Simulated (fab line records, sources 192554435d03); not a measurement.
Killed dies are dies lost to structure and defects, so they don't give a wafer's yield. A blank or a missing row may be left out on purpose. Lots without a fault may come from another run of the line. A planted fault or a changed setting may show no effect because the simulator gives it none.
Which tool did it? | flow n5_finfet | 21 lots, 63 wafers sampled, at 5 steps of a route of 1938

WHAT THE GAUGES READ, wafer by wafer
N5_FIN_CUT_OVL_MEAS_09. Usual: FIN_CUT_OVL -0.4 nm, standard deviation 0.59.
lot  | measured    | on         | FIN_CUT_OVL (nm) | flag
L074 | day 2 05:22 | overlay-01 | -0.6 -1.0 -0.6   |
L075 | day 2 10:13 | overlay-01 | -0.5 1.0 0.2     |
L076 | day 2 16:11 | overlay-02 | -0.3 0.2 0.2     |
L077 | day 2 21:59 | overlay-01 | 0.0 0.2 0.5      |
L078 | day 3 03:49 | overlay-01 | -1.5 -1.7 -1.5   |
L079 | day 3 09:54 | overlay-01 | -0.6 -0.5 -2.0   |
L081 | day 3 22:03 | overlay-02 | 0.1 0.0 -0.5     |
L082 | day 4 03:54 | overlay-01 | -0.6 -1.0 -1.8   |
L083 | day 4 10:37 | overlay-01 | 0.9 0.7 0.6      |
L085 | day 4 21:28 | overlay-01 | -0.6 0.8 -0.3    |
L086 | day 5 03:43 | overlay-02 | -0.6 0.3 -0.7    |
L087 | day 5 07:56 | overlay-01 | -0.8 0.4 -0.8    |
L088 | day 5 14:53 | overlay-02 | -0.4 -0.6 -0.7   |
L089 | day 5 21:44 | overlay-01 | 0.4 -0.4 -0.2    |
L090 | day 6 03:26 | overlay-01 | -0.4 0.1 -0.3    |
L091 | day 6 09:37 | overlay-01 | -0.4 -0.3 -0.5   |
L092 | day 6 17:09 | overlay-02 | -0.7 -0.4 -0.5   |
L093 | day 6 21:58 | overlay-02 | -0.3 0.1 -0.5    |
L094 | day 7 03:16 | overlay-01 | -1.5 0.0 0.5     |
L096 | day 7 14:45 | overlay-01 | 0.0 0.0 -0.9     |
L097 | day 7 20:44 | overlay-02 | -0.8 -0.3 -0.5   |

WHICH TOOL RAN EACH LOT (tool, then ch and the chambers of the sampled wafers, then the start)
lot  | N5_ZERO_LAYER_STRIP_24              | N5_PMOS_HMC_CHANNEL_EPI_EPI_26 | N5_FIN_SAQP_DESCUM_21             | N5_FIN_SAQP_ETCH_57
L074 | plasma_asher-02 ch 0,1, day 1 13:07 | epi_rpcvd-01 ch 0, day 1 20:11 | rie_diel-05 ch 0,2,3, day 1 23:50 | rie_diel-04 ch 1,2,3, day 2 02:33
L075 | plasma_asher-01 ch 0,1, day 1 18:55 | epi_rpcvd-01 ch 0, day 2 02:58 | rie_diel-05 ch 0,1, day 2 05:01   | rie_diel-06 ch 1,2, day 2 07:38
L076 | plasma_asher-01 ch 0,1, day 2 01:02 | epi_rpcvd-01 ch 0, day 2 09:34 | rie_diel-04 ch 1,2, day 2 11:15   | rie_diel-05 ch 0,2,3, day 2 13:28
L077 | plasma_asher-01 ch 0,1, day 2 07:16 | epi_rpcvd-02 ch 0, day 2 13:59 | rie_diel-05 ch 0,1,3, day 2 16:53 | rie_diel-05 ch 0,1,2, day 2 19:18
L078 | plasma_asher-01 ch 0,1, day 2 13:19 | epi_rpcvd-02 ch 0, day 2 20:26 | rie_diel-04 ch 0,1,2, day 2 22:49 | rie_diel-04 ch 0,3, day 3 01:14
L079 | plasma_asher-01 ch 0,1, day 2 18:55 | epi_rpcvd-01 ch 0, day 3 01:48 | rie_diel-05 ch 0,2, day 3 04:14   | rie_diel-05 ch 1,2,3, day 3 07:28
L081 | plasma_asher-01 ch 0,1, day 3 07:13 | epi_rpcvd-02 ch 0, day 3 14:46 | rie_diel-06 ch 1,3, day 3 17:03   | rie_diel-05 ch 0,1,3, day 3 19:19
L082 | plasma_asher-01 ch 1, day 3 13:08   | epi_rpcvd-04 ch 0, day 3 20:17 | rie_diel-05 ch 0,2,3, day 3 22:38 | rie_diel-06 ch 1,2,3, day 4 00:41
L083 | plasma_asher-01 ch 0,1, day 3 19:03 | epi_rpcvd-02 ch 0, day 4 02:16 | rie_diel-06 ch 2,3, day 4 04:54   | rie_diel-06 ch 1,3, day 4 07:46
L085 | plasma_asher-01 ch 0,1, day 4 07:03 | epi_rpcvd-02 ch 0, day 4 13:59 | rie_diel-06 ch 1,2, day 4 15:55   | rie_diel-06 ch 1,3, day 4 18:59
L086 | plasma_asher-02 ch 0,1, day 4 12:54 | epi_rpcvd-02 ch 0, day 4 20:33 | rie_diel-06 ch 1,2, day 4 22:40   | rie_diel-05 ch 0,3, day 5 01:10
L087 | plasma_asher-01 ch 0,1, day 4 18:56 | epi_rpcvd-02 ch 0, day 5 01:18 | rie_diel-06 ch 1,2,3, day 5 03:05 | rie_diel-06 ch 1,2,3, day 5 05:12
L088 | plasma_asher-01 ch 0,1, day 5 00:58 | epi_rpcvd-01 ch 0, day 5 07:34 | rie_diel-05 ch 0,1, day 5 09:57   | rie_diel-04 ch 0,3, day 5 12:10
L089 | plasma_asher-02 ch 0,1, day 5 07:05 | epi_rpcvd-02 ch 0, day 5 14:32 | rie_diel-05 ch 1,3, day 5 16:22   | rie_diel-06 ch 2,3, day 5 19:05
L090 | plasma_asher-01 ch 0,1, day 5 13:02 | epi_rpcvd-01 ch 0, day 5 20:44 | rie_diel-06 ch 1,2,3, day 5 22:54 | rie_diel-05 ch 1,3, day 6 00:59
L091 | plasma_asher-02 ch 0,1, day 5 19:08 | epi_rpcvd-02 ch 0, day 6 02:36 | rie_diel-06 ch 1,2,3, day 6 04:49 | rie_diel-05 ch 1,2,3, day 6 07:01
L092 | plasma_asher-02 ch 0,1, day 6 01:01 | epi_rpcvd-01 ch 0, day 6 08:58 | rie_diel-04 ch 2,3, day 6 11:59   | rie_diel-06 ch 0,2, day 6 14:17
L093 | plasma_asher-01 ch 0,1, day 6 07:01 | epi_rpcvd-02 ch 0, day 6 14:08 | rie_diel-06 ch 0,1, day 6 16:02   | rie_diel-04 ch 0,1,2, day 6 18:19
L094 | plasma_asher-02 ch 0,1, day 6 12:55 | epi_rpcvd-01 ch 0, day 6 19:29 | rie_diel-04 ch 0,1, day 6 21:58   | rie_diel-06 ch 1,2,3, day 7 00:08
L096 | plasma_asher-01 ch 0,1, day 7 01:07 | epi_rpcvd-04 ch 0, day 7 08:13 | rie_diel-04 ch 0,1,2, day 7 10:04 | rie_diel-06 ch 0,1,3, day 7 12:19
L097 | plasma_asher-02 ch 0,1, day 7 06:55 | epi_rpcvd-01 ch 0, day 7 13:34 | rie_diel-04 ch 1,2,3, day 7 15:35 | rie_diel-06 ch 1,2,3, day 7 17:46
- N5_ZERO_LAYER_STRIP_24: strips in O2.
- N5_PMOS_HMC_CHANNEL_EPI_EPI_26: deposits Si from SiH4/H2, target thk 3.8 nm, time 22.7 s.
- N5_FIN_SAQP_DESCUM_21: chemistry O2, time 7.9 s.
- N5_FIN_SAQP_ETCH_57: etches SiNx in CH3F/O2, target depth 32.5 nm, time 46.4 s.

WHAT THE TOOLS THEMSELVES READ (means of the sampled wafers that have a number; where no wafer has one, the mark that the record gives instead)
N5_ZERO_LAYER_STRIP_24. Usual: drypump_motor_current_A 6.0 A, standard deviation 0.51; heater_power_w 360 W, standard deviation 30; oes_product_au 0.647 a.u., standard deviation 0.0044; strip_time_to_endpoint_s 43.87 s, standard deviation 0.085; temp_c 250.02 C, standard deviation 0.17.
lot  | tool            | drypump_motor_current_A (A) | heater_power_w (W) | oes_product_au (a.u.) | strip_time_to_endpoint_s (s) | temp_c (C) | flag
L074 | plasma_asher-02 | 6.0                         | 381                | 0.644                 | 43.92                        | 250.06     |
L075 | plasma_asher-01 | 5.8                         | 340                | 0.644                 | 43.90                        | 249.96     |
L076 | plasma_asher-01 | 5.8                         | 341                | 0.649                 | 43.89                        | 250.03     |
L077 | plasma_asher-01 | 5.8                         | 340                | 0.647                 | 43.88                        | 250.14     |
L078 | plasma_asher-01 | 6.2                         | 356                | 0.645                 | 43.87                        | 250.06     |
L079 | plasma_asher-01 | 5.9                         | 340                | 0.648                 | 44.01                        | 249.91     |
L081 | plasma_asher-01 | 6.2                         | 365                | 0.644                 | 43.95                        | 249.96     |
L082 | plasma_asher-01 | 5.5                         | 321                | 0.647                 | 43.78                        | 249.92     |
L083 | plasma_asher-01 | 6.2                         | 361                | 0.643                 | 43.96                        | 250.12     |
L085 | plasma_asher-01 | 6.2                         | 360                | 0.645                 | 43.92                        | 250.11     |
L086 | plasma_asher-02 | 5.7                         | 384                | 0.647                 | 43.92                        | 250.07     |
L087 | plasma_asher-01 | 6.2                         | 356                | 0.647                 | 43.78                        | 250.10     |
L088 | plasma_asher-01 | 5.9                         | 335                | 0.653                 | 43.88                        | 249.92     |
L089 | plasma_asher-02 | 6.0                         | 379                | 0.647                 | 43.94                        | 250.08     |
L090 | plasma_asher-01 | 5.9                         | 343                | 0.649                 | 43.80                        | 250.00     |
L091 | plasma_asher-02 | 5.7                         | 384                | 0.642                 | 43.84                        | 250.08     |
L092 | plasma_asher-02 | 6.0                         | 378                | 0.645                 | 43.85                        | 250.01     |
L093 | plasma_asher-01 | 6.2                         | 363                | 0.651                 | 43.80                        | 249.81     |
L094 | plasma_asher-02 | 5.7                         | 391                | 0.649                 | 43.87                        | 250.21     |
L096 | plasma_asher-01 | 5.9                         | 338                | 0.645                 | 43.89                        | 250.30     |
L097 | plasma_asher-02 | 5.9                         | 380                | 0.643                 | 43.68                        | 249.83     |

N5_PMOS_HMC_CHANNEL_EPI_EPI_26. Usual: throttle_valve_pct 11.3 %, standard deviation 0.39.
lot  | tool         | throttle_valve_pct (%) | flag
L074 | epi_rpcvd-01 | 10.9                   |
L075 | epi_rpcvd-01 | 10.9                   |
L076 | epi_rpcvd-01 | 11.0                   |
L077 | epi_rpcvd-02 | 11.6                   |
L078 | epi_rpcvd-02 | 11.7                   |
L079 | epi_rpcvd-01 | 11.0                   |
L081 | epi_rpcvd-02 | 11.6                   |
L082 | epi_rpcvd-04 | 11.3                   |
L083 | epi_rpcvd-02 | 11.7                   |
L085 | epi_rpcvd-02 | 11.7                   |
L086 | epi_rpcvd-02 | 11.6                   |
L087 | epi_rpcvd-02 | 11.8                   |
L088 | epi_rpcvd-01 | 10.7                   |
L089 | epi_rpcvd-02 | 11.6                   |
L090 | epi_rpcvd-01 | 10.8                   |
L091 | epi_rpcvd-02 | 11.7                   |
L092 | epi_rpcvd-01 | 10.8                   |
L093 | epi_rpcvd-02 | 11.7                   |
L094 | epi_rpcvd-01 | 10.9                   |
L096 | epi_rpcvd-04 | 11.4                   |
L097 | epi_rpcvd-01 | 11.0                   |

N5_FIN_SAQP_DESCUM_21. Usual: drypump_motor_current_A 5.9 A, standard deviation 0.45; oes_product_au 0.79 a.u., standard deviation 0.088; rf_vpp_V 243.2 V, standard deviation 1.5; showerhead_plenum_p_Torr 2.10 Torr, standard deviation 0.086; temp_c 40.01 C, standard deviation 0.1; throttle_valve_pct 20.31 %, standard deviation 0.23.
lot  | tool        | drypump_motor_current_A (A) | oes_product_au (a.u.) | rf_vpp_V (V) | showerhead_plenum_p_Torr (Torr) | temp_c (C) | throttle_valve_pct (%) | flag
L074 | rie_diel-05 | 5.6                         | 0.71                  | 241.8        | 2.07                            | 39.90      | 20.44                  |
L075 | rie_diel-05 | 5.5                         | 0.77                  | 243.6        | 2.13                            | 39.92      | 20.30                  |
L076 | rie_diel-04 | 6.0                         | 0.92                  | 243.3        | 2.14                            | 40.02      | 20.10                  |
L077 | rie_diel-05 | 5.6                         | 0.74                  | 242.7        | 2.09                            | 40.01      | 20.44                  |
L078 | rie_diel-04 | 5.8                         | 0.92                  | 244.5        | 2.14                            | 40.05      | 20.23                  |
L079 | rie_diel-05 | 5.3                         | 0.71                  | 242.3        | 2.04                            | 39.99      | 20.53                  |
L081 | rie_diel-06 | 6.5                         | 0.86                  | 244.6        | 2.15                            | 40.01      | 20.19                  |
L082 | rie_diel-05 | 5.6                         | 0.70                  | 242.6        | 2.07                            | 39.95      | 20.46                  |
L083 | rie_diel-06 | 5.9                         | 0.77                  | 242.2        | 2.01                            | 40.01      | 20.27                  |
L085 | rie_diel-06 | 5.9                         | 0.84                  | 242.9        | 2.08                            | 39.99      | 20.36                  |
L086 | rie_diel-06 | 5.9                         | 0.83                  | 243.9        | 2.08                            | 40.00      | 20.36                  |
L087 | rie_diel-06 | 6.2                         | 0.80                  | 242.7        | 2.07                            | 40.00      | 20.25                  |
L088 | rie_diel-05 | 5.3                         | 0.72                  | 241.8        | 2.04                            | 40.09      | 20.55                  |
L089 | rie_diel-05 | 5.8                         | 0.71                  | 244.7        | 2.11                            | 40.09      | 20.41                  |
L090 | rie_diel-06 | 6.2                         | 0.79                  | 242.9        | 2.07                            | 40.02      | 20.27                  |
L091 | rie_diel-06 | 6.2                         | 0.78                  | 242.5        | 2.07                            | 40.06      | 20.26                  |
L092 | rie_diel-04 | 5.7                         | 0.73                  | 243.5        | 2.13                            | 39.91      | 20.47                  |
L093 | rie_diel-06 | 6.2                         | 0.83                  | 244.8        | 2.18                            | 39.87      | 20.33                  |
L094 | rie_diel-04 | 5.6                         | 0.89                  | 243.4        | 2.14                            | 40.00      | 20.19                  |
L096 | rie_diel-04 | 5.8                         | 0.85                  | 243.4        | 2.13                            | 40.04      | 20.31                  |
L097 | rie_diel-04 | 5.8                         | 0.89                  | 243.8        | 2.13                            | 40.04      | 20.19                  |

N5_FIN_SAQP_ETCH_57. Usual: drypump_motor_current_A 5.9 A, standard deviation 0.44; etch_rf_on_time_s 46.2 s, standard deviation 0.79; oes_product_au 0.68 a.u., standard deviation 0.08; rf_vpp_V 297.7 V, standard deviation 2.6; showerhead_plenum_p_Torr 2.01 Torr, standard deviation 0.084; throttle_valve_pct 16.21 %, standard deviation 0.21.
lot  | tool        | drypump_motor_current_A (A) | etch_rf_on_time_s (s) | oes_product_au (a.u.) | rf_vpp_V (V) | showerhead_plenum_p_Torr (Torr) | throttle_valve_pct (%) | flag
L074 | rie_diel-04 | 5.8                         | 45.1                  | 0.73                  | 300.0        | 2.05                            | 16.18                  |
L075 | rie_diel-06 | 6.1                         | 46.5                  | 0.79                  | 297.1        | 2.07                            | 16.16                  |
L076 | rie_diel-05 | 5.6                         | 47.4                  | 0.60                  | 296.4        | 1.98                            | 16.41                  |
L077 | rie_diel-05 | 5.5                         | 46.7                  | 0.63                  | 297.3        | 2.02                            | 16.28                  |
L078 | rie_diel-04 | 5.5                         | 45.9                  | 0.76                  | 303.4        | 2.05                            | 16.20                  |
L079 | rie_diel-05 | 5.8                         | 46.1                  | 0.62                  | 299.1        | 2.05                            | 16.21                  |
L081 | rie_diel-05 | 5.5                         | 46.6                  | 0.62                  | 298.3        | 1.99                            | 16.41                  |
L082 | rie_diel-06 | 6.2                         | 46.7                  | 0.69                  | 297.9        | 1.99                            | 16.16                  |
L083 | rie_diel-06 | 6.5                         | 45.6                  | 0.73                  | 297.5        | 2.05                            | 16.11                  |
L085 | rie_diel-06 | 6.5                         | 46.2                  | 0.72                  | 296.8        | 2.05                            | 16.12                  |
L086 | rie_diel-05 | 5.6                         | 47.8                  | 0.58                  | 296.9        | 1.95                            | 16.56                  |
L087 | rie_diel-06 | 6.3                         | 46.0                  | 0.69                  | 296.7        | 1.98                            | 16.18                  |
L088 | rie_diel-04 | 5.5                         | 45.7                  | 0.71                  | 302.6        | 2.05                            | 16.26                  |
L089 | rie_diel-06 | 6.3                         | 46.2                  | 0.63                  | 295.1        | 1.91                            | 16.15                  |
L090 | rie_diel-05 | 5.7                         | 46.0                  | 0.63                  | 300.1        | 2.06                            | 16.24                  |
L091 | rie_diel-05 | 5.8                         | 45.7                  | 0.68                  | 298.7        | 2.04                            | 16.09                  |
L092 | rie_diel-06 | 5.8                         | 46.3                  | 0.65                  | 294.5        | 1.97                            | 16.22                  |
L093 | rie_diel-04 | 5.8                         | 46.2                  | 0.73                  | 300.9        | 2.03                            | 16.19                  |
L094 | rie_diel-06 | 6.2                         | 45.6                  | 0.67                  | 296.7        | 1.98                            | 16.21                  |
L096 | rie_diel-06 | 6.3                         | 46.1                  | 0.65                  | 295.5        | 2.00                            | 16.16                  |
L097 | rie_diel-06 | 6.2                         | 46.6                  | 0.66                  | 296.1        | 1.97                            | 16.23                  |

THE ANSWER, worked out from the rows above alone
Rule: a lot is off if the mean of its wafers that have a number lies more than 3 standard deviations from the usual mean. A lot without any number at a reading at which 4 lots or more have one is off too. The other lots that the step has rows for count as sound. The gauges are gone through in route order, then the tools' own readings, and for those a lot's mean is taken as printed above. The first step at which some lot is off is used, and at that step the reading that is off furthest; a lot without a number counts as furthest.
No lot is off at any reading shown: from this, nothing can be told.

WHAT THE SIMULATOR HAD PUT IN
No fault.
